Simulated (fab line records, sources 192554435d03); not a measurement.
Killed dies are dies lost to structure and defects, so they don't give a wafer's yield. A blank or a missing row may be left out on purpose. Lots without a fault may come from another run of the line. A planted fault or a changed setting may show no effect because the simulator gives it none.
Chamber matching | flow n5_finfet | N5_BEOL_M1_CMP_52 on cmp-04: 4 sister chambers
The step polishes, stops on SiOC, t overpolish 6.8 s, target thk 40 nm. 8 wafers are shown with their chamber, then 7 later ones without.

WAFERS WITH THEIR CHAMBER
wafer  | chamber | motor_current_A (A) | time_to_endpoint_s (s)
L081.1 | 0       | 6.8                 | 63
L083.6 | 0       | 6.6                 | 64
L089.1 | 1       | 5.7                 | 61
L091.3 | 2       | 5.1                 | 71
L091.4 | 1       | 5.4                 | 69
L091.6 | 3       | 5.9                 | 62
L093.3 | 3       | 6.2                 | 58
L093.4 | 2       | 4.9                 | 67

WAFERS WITHOUT THEIR CHAMBER
wafer  | motor_current_A (A) | time_to_endpoint_s (s)
L093.6 | 5.4                 | 67
L095.2 | 5.2                 | 65
L095.4 | 5.9                 | 60
L095.6 | 5.4                 | 67
L096.1 | 5.8                 | 62
L096.5 | 5.6                 | 60
L096.6 | 6.4                 | 60

WHICH CHAMBER EACH WENT THROUGH
wafer  | from the rows above     | in truth
L093.6 | can't be placed: 1 or 2 | 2
L095.2 | can't be placed: 2 or 1 | 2
L095.4 | can't be placed: 3 or 1 | 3
L095.6 | can't be placed: 1 or 2 | 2
L096.1 | can't be placed: 3 or 1 | 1
L096.5 | can't be placed: 1 or 3 | 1
L096.6 | can't be placed: 3 or 0 | 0
Placed correctly: 0 of 7. Can't be placed from these rows: 7 (the true chamber is among the candidates in 7). Placed wrongly: 0.
How it was worked out, from the rows above alone: a wafer's distance from a chamber is the root of the sum, over the readings, of the square of ((its reading less the chamber's mean) divided by the reading's scatter). The wafer belongs to the nearest chamber; if the next one is less than 2 further off, it can't be placed. A chamber's mean is the mean of its shown wafers. The scatter: the root of (the sum of the squares of (reading less its chamber's mean) over the shown wafers, divided by (wafers less chambers)).
